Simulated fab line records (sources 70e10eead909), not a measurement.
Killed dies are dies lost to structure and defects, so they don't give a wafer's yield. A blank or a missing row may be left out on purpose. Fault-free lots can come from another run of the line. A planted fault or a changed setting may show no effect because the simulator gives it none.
Chamber matching    flow nand-harc    NHARC_P_ZERO_WELL_ETCH_65 on rie-diel-06: 4 sister chambers
The step etches the open film in N2/H2, target depth 80 nm, overetch 24 nm, time 87.88 s. 16 wafers are shown with their chamber, then 8 later ones without.

## WAFERS WITH THEIR CHAMBER
wafer   chamber  drypump-motor-current-A (A)  showerhead-plenum-p-Torr (Torr)  rf-vpp-V (V)
L074.1  3        6.0                          2.14                             431.6
L074.4  2        5.3                          1.91                             426.8
L074.6  3        6.1                          2.14                             434.4
L076.1  0        5.7                          2.15                             433.9
L076.2  3        6.0                          2.14                             434.6
L076.3  1        6.8                          1.89                             426.3
L082.1  3        6.1                          2.13                             433.0
L082.2  1        6.8                          1.88                             424.4
L082.6  0        5.8                          2.14                             433.4
L091.3  2        5.2                          1.90                             427.1
L091.5  1        6.8                          2.21                             434.7
L091.6  2        5.3                          1.90                             427.8
L092.1  0        5.7                          2.13                             433.6
L092.2  3        6.0                          2.12                             433.3
L092.5  3        6.0                          2.12                             432.8
L093.1  3        6.0                          2.12                             433.4

SIGNATURES, as means of the wafers listed above
reading                   chamber 0  chamber 1  chamber 2  chamber 3  scatter within a chamber
drypump-motor-current-A   5.733      6.800      5.267      6.029      0.048
showerhead-plenum-p-Torr  2.1400     1.9933     1.9033     2.1300     0.0771
rf-vpp-V                  433.633    428.467    427.233    433.300    2.36
Rule: distance of a wafer from a chamber = root of the sum over the readings of ((wafer's reading minus chamber's mean) / reading's scatter) squared. If the next closest chamber is less than 2 further off than the closest, the wafer can't be placed; otherwise it belongs to the closest. The scatter: take each reading less its chamber's mean, square it, sum over the shown wafers, divide by the number of wafers less the number of chambers, and take the root.

## WAFERS MISSING THEIR CHAMBER
wafer   drypump-motor-current-A (A)  showerhead-plenum-p-Torr (Torr)  rf-vpp-V (V)
L093.4  5.2                          1.89                             425.4
L093.6  6.8                          2.21                             435.1
L094.1  5.3                          1.89                             425.4
L094.2  5.8                          2.13                             434.4
L094.5  5.3                          1.89                             426.9
L097.1  5.2                          1.89                             426.1
L097.3  6.8                          2.20                             436.3
L097.6  5.8                          2.13                             432.0

## EACH ONE'S CHAMBER
wafer   from the rows above  in truth
L093.4  2                    2
L093.6  1                    1
L094.1  2                    2
L094.2  0                    0
L094.5  2                    2
L097.1  2                    2
L097.3  1                    1
L097.6  0                    0
Correct placement for 8 of the 8. Left unplaced by these rows: 0. Placed wrongly: 0.
